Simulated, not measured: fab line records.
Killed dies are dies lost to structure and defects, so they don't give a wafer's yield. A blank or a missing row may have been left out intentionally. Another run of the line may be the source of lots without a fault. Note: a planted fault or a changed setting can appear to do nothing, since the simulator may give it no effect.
A struck lot beside a sound one -- flow nand harc -- 16 steps out of a route of 1302
Sound: the wafers L950.2, L950.3, L950.4. Wafers L939.3, L939.5, L939.6 were the ones struck. Last of all comes the cause.
At each step with rows: each side's tool, then ch and its chambers, then its first start. Under that, the readings that differ: sound wafers -- struck wafers -- difference of the means -- sigmas: that difference in standard deviations of wafers without a fault.
alike: a reading whose means differ by less than 2 such deviations, as well as words and numbers matching on both sides. not compared: withheld readings; readings where some wafer has no value; bounds like >300 that might hide an equal value; numbers whose values overlap and for which the record gives no deviation.
The two part at a step that has a row with sigmas, a row that says differs or no value, or rows on one side only. When numbers do not overlap yet have no deviation, they are printed without sigmas and do not part them. Lack of a reading on every wafer of one side parts them only where that side has two or more wafers.

NHARC_A_ONON_D2_THK_MEAS_11: measures by ellipsometry.
  sound on film metro-02, day 20 16:55; struck on film metro-01, day 15 18:08
  alike: thk nm
then NHARC_A_ONON_D2_DEP_12 (target thk 1000 nm), 1 step lacking rows for these wafers.
NHARC_A_ONON_D2_THK_MEAS_14: measures by ellipsometry.
  sound on film metro-01, day 20 17:29; struck on film metro-01, day 15 18:43
  alike: thk nm
then, 2 steps without rows for these wafers: NHARC_A_ONON_D2_ANNEAL_15 (time 3600 s); NHARC_A_ONON_D2_DEP_16 (target thk 1000 nm).
NHARC_A_ONON_D2_THK_MEAS_18: measures by ellipsometry.
  sound on film metro-02, day 21 01:11; struck on film metro-01, day 16 02:51
reading,sound,struck,difference,sigmas
thk nm (nm),1008 1007 1008,985 986 986,-22,-3
then NHARC_A_ONON_D2_DEP_19 (target thk 1000 nm), 1 step lacking rows for these wafers.
NHARC_A_ONON_D2_THK_MEAS_21: measures by ellipsometry.
  sound on film metro-01, day 21 01:45; struck on film metro-02, day 16 03:25
  alike: thk nm
then NHARC_A_ONON_D2_DEP_22 (target thk 1000 nm), 1 step lacking rows for these wafers.
NHARC_A_ONON_D2_THK_MEAS_24: measures by ellipsometry.
  sound on film metro-01, day 21 02:19; struck on film metro-01, day 16 03:59
  alike: thk nm
then NHARC_A_ONON_D2_DEP_25 (target thk 1000 nm), 1 step lacking rows for these wafers.
NHARC_A_ONON_D2_THK_MEAS_27: measures by ellipsometry.
  sound on film metro-02, day 21 02:53; struck on film metro-02, day 16 04:32
  alike: thk nm
NHARC_A_ONON_D2_DEP_28: target thk 1000 nm.
  sound on pecvd onon-04 ch 0, day 21 03:00; struck on pecvd onon-02 ch 0, day 16 04:43
NHARC_A_ONON_D2_THK_MEAS_30: measures by ellipsometry.
  sound on film metro-02, day 21 03:27; struck on film metro-01, day 16 05:06
reading,sound,struck,difference,sigmas
thk nm (nm),1026 1023 1023,1486 1484 1484,+461,+50
NHARC_A_ONON_D2_DEP_33: deposits SiO2, target thk 200 nm.
  sound on pecvd-04 ch 0,1, day 21 03:31; struck on pecvd-02 ch 0,1,2, day 16 05:17
  alike: heater power w, throttle valve pct
-- the record jumps here: 11 days lie between the struck wafers' starts before and after (it left off in module A_ONON_D2 and takes up again in module END, whose first step shown is number 1302 of the route) --
NHARC_END_SORT_01:
  the record has rows for the struck wafers here (prober-02 ch 0, day 27 15:06) and none for the sound ones

== WHERE THEY PART ==
First at NHARC_A_ONON_D2_THK_MEAS_18; last, within this record, at NHARC_END_SORT_01.

WHY: what had been put in by the simulator
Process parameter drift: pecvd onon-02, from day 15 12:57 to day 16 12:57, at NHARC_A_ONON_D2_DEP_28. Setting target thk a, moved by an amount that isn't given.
